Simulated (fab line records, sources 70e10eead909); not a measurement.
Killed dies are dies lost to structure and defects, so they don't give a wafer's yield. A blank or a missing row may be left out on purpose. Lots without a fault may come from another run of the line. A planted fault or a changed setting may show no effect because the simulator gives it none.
A struck lot beside a sound one | flow nand_harc | 14 steps out of a route of 1159
Sound: wafers L229.2, L229.3, L229.4. Struck: wafers L239.1, L239.3, L239.5. The cause comes at the end.
At each step with rows: each side's tool, then ch and its chambers, then its first start. Under that, the readings that differ: sound wafers | struck wafers | difference of the means | sigmas: that difference in standard deviations of wafers without a fault.
alike: readings whose means differ by less than 2 such deviations, and words and numbers that are the same on both sides. not compared: withheld readings, readings that some wafer has no value for, bounds like >300 that may hide the same value, and numbers for which the record gives no deviation and whose values overlap.
The two part at a step that has a row with sigmas, a row that says differs or no value, or rows on one side only. Numbers that don't overlap but have no deviation are shown without sigmas and don't part them. A reading that every wafer of one side lacks parts them only if that side has two wafers or more.

first, 9 steps without rows for these wafers: NHARC_A_STAIRCASE_DEHYDRATE_302 (time 120 s); NHARC_A_STAIRCASE_HMDS_303 (time 30 s); NHARC_A_STAIRCASE_COAT_304; NHARC_A_STAIRCASE_SOFTBAKE_305 (time 170 s); NHARC_A_STAIRCASE_EBR_306; NHARC_A_STAIRCASE_EXPOSE_307 (exposes mask CHOP 50); NHARC_A_STAIRCASE_PEB_308 (peb time 130 s); NHARC_A_STAIRCASE_DEVELOP_309 (time 140 s); NHARC_A_STAIRCASE_HARDBAKE_311 (time 140 s).
NHARC_A_STAIRCASE_DESCUM_312: chemistry O2, time 3 s.
  sound on rie_diel-07 ch 0,1,3, day 11 14:04; struck on rie_diel-07 ch 1,2, day 14 00:32
  reading               | sound             | struck            | difference | sigmas
  oes_product_au (a.u.) | 0.995 0.988 0.992 | 1.019 0.996 1.016 | +0.019     | +2
  alike: drypump_motor_current_A, rf_vpp_V, showerhead_plenum_p_Torr, throttle_valve_pct
  not compared: rf_hours_counter_h
NHARC_A_STAIRCASE_ETCH_313: etches the open film in CF4/CHF3.
  sound on rie_diel-07 ch 0,1,3, day 11 14:08; struck on rie_diel-07 ch 1,2, day 14 00:37
  alike: drypump_motor_current_A, oes_product_au, rf_vpp_V, showerhead_plenum_p_Torr, throttle_valve_pct
  not compared: rf_hours_counter_h
NHARC_A_STAIRCASE_HM_OPEN_463: chemistry O2/COS.
  sound on rie_diel-07 ch 0,1,3, day 11 14:16; struck on rie_diel-07 ch 0,1,2, day 14 00:46
  reading               | sound             | struck            | difference | sigmas
  oes_product_au (a.u.) | 0.992 0.989 0.986 | 1.387 1.344 1.363 | +0.376     | +38
  alike: drypump_motor_current_A, rf_vpp_V, showerhead_plenum_p_Torr, throttle_valve_pct
  not compared: rf_hours_counter_h
then, 1 step without rows for these wafers: NHARC_A_STAIRCASE_STRIP_464 (strips in O2/COS).
NHARC_END_SORT_01:
  the record has rows for the sound wafers here (prober-02 ch 0, day 18 21:26) and none for the struck ones

WHERE THEY PART
First at NHARC_A_STAIRCASE_DESCUM_312; last, within this record, at NHARC_END_SORT_01.

WHY: what the simulator had put in
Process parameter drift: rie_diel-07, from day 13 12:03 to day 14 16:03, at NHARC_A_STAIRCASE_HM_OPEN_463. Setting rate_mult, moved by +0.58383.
